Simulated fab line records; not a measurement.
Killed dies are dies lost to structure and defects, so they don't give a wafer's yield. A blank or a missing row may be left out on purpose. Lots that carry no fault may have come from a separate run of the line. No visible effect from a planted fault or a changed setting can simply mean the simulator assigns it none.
Chamber matching :: flow nand harc :: NHARC_A_BONDPAD_DESCUM_11 on rie diel-05 has 4 sister chambers
The step chemistry O2, time 3 s. 16 wafers are shown with their chamber, then 8 later ones without.

== WAFERS WITH THEIR CHAMBER ==
wafer: L516.1
chamber: 1
drypump motor current A (A): 6.1
oes product au (a.u.): 0.997
throttle valve pct (%): 11.311

wafer: L516.3
chamber: 2
drypump motor current A (A): 6.2
oes product au (a.u.): 1.020
throttle valve pct (%): 11.305

wafer: L516.6
chamber: 0
drypump motor current A (A): 5.5
oes product au (a.u.): 0.994
throttle valve pct (%): 11.301

wafer: L517.2
chamber: 3
drypump motor current A (A): 6.6
oes product au (a.u.): 1.020
throttle valve pct (%): 11.319

wafer: L517.4
chamber: 2
drypump motor current A (A): 6.2
oes product au (a.u.): 1.023
throttle valve pct (%): 11.315

wafer: L517.6
chamber: 2
drypump motor current A (A): 6.2
oes product au (a.u.): 1.012
throttle valve pct (%): 11.321

wafer: L519.1
chamber: 2
drypump motor current A (A): 6.2
oes product au (a.u.): 1.012
throttle valve pct (%): 11.328

wafer: L519.3
chamber: 3
drypump motor current A (A): 6.6
oes product au (a.u.): 1.017
throttle valve pct (%): 11.310

wafer: L519.6
chamber: 2
drypump motor current A (A): 6.2
oes product au (a.u.): 1.016
throttle valve pct (%): 11.306

wafer: L522.1
chamber: 3
drypump motor current A (A): 6.6
oes product au (a.u.): 1.006
throttle valve pct (%): 11.319

wafer: L522.3
chamber: 0
drypump motor current A (A): 5.5
oes product au (a.u.): 0.998
throttle valve pct (%): 11.310

wafer: L522.4
chamber: 1
drypump motor current A (A): 6.1
oes product au (a.u.): 1.005
throttle valve pct (%): 11.311

wafer: L531.1
chamber: 0
drypump motor current A (A): 5.5
oes product au (a.u.): 0.991
throttle valve pct (%): 11.311

wafer: L531.3
chamber: 2
drypump motor current A (A): 6.2
oes product au (a.u.): 1.017
throttle valve pct (%): 11.319

wafer: L531.5
chamber: 1
drypump motor current A (A): 6.1
oes product au (a.u.): 0.991
throttle valve pct (%): 11.309

wafer: L530.1
chamber: 0
drypump motor current A (A): 5.6
oes product au (a.u.): 1.004
throttle valve pct (%): 11.309

SIGNATURES (averages over the wafers above)
reading: drypump motor current A
chamber 0: 5.525
chamber 1: 6.100
chamber 2: 6.200
chamber 3: 6.600
scatter within a chamber: 0.025

reading: oes product au
chamber 0: 0.99675
chamber 1: 0.99767
chamber 2: 1.01667
chamber 3: 1.01433
scatter within a chamber: 0.00575

reading: throttle valve pct
chamber 0: 11.30775
chamber 1: 11.31033
chamber 2: 11.31567
chamber 3: 11.31600
scatter within a chamber: 0.00657
Rule: distance of a wafer from a chamber = root of the sum over the readings of ((wafer's reading minus chamber's mean) / reading's scatter) squared. The wafer belongs to the nearest chamber; if the next one is less than 2 further off, it can't be placed. How the scatter is found: for the shown wafers, subtract from each reading the mean of its chamber, square and add these, divide the total by (wafers less chambers), then take the root.

== WAFERS WHOSE CHAMBER IS MISSING ==
wafer: L530.2
drypump motor current A (A): 6.6
oes product au (a.u.): 1.000
throttle valve pct (%): 11.303

wafer: L530.4
drypump motor current A (A): 5.5
oes product au (a.u.): 1.003
throttle valve pct (%): 11.297

wafer: L534.1
drypump motor current A (A): 6.2
oes product au (a.u.): 0.997
throttle valve pct (%): 11.321

wafer: L534.3
drypump motor current A (A): 6.6
oes product au (a.u.): 1.008
throttle valve pct (%): 11.319

wafer: L534.5
drypump motor current A (A): 6.2
oes product au (a.u.): 1.002
throttle valve pct (%): 11.304

wafer: L537.2
drypump motor current A (A): 6.7
oes product au (a.u.): 1.006
throttle valve pct (%): 11.312

wafer: L537.4
drypump motor current A (A): 6.1
oes product au (a.u.): 0.992
throttle valve pct (%): 11.308

wafer: L537.5
drypump motor current A (A): 5.5
oes product au (a.u.): 0.997
throttle valve pct (%): 11.296

== WHICH CHAMBER EACH WENT THROUGH ==
wafer: L530.2
from the rows above: 3
in truth: 3

wafer: L530.4
from the rows above: 0
in truth: 0

wafer: L534.1
from the rows above: can't be placed: 2 or 1
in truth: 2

wafer: L534.3
from the rows above: 3
in truth: 3

wafer: L534.5
from the rows above: can't be placed: 2 or 1
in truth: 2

wafer: L537.2
from the rows above: 3
in truth: 3

wafer: L537.4
from the rows above: 1
in truth: 1

wafer: L537.5
from the rows above: 0
in truth: 0
6 of 8 placed correctly. Cannot be placed on the basis of these rows: 2; the candidates contain the true chamber in 2. Wrongly placed: 0.
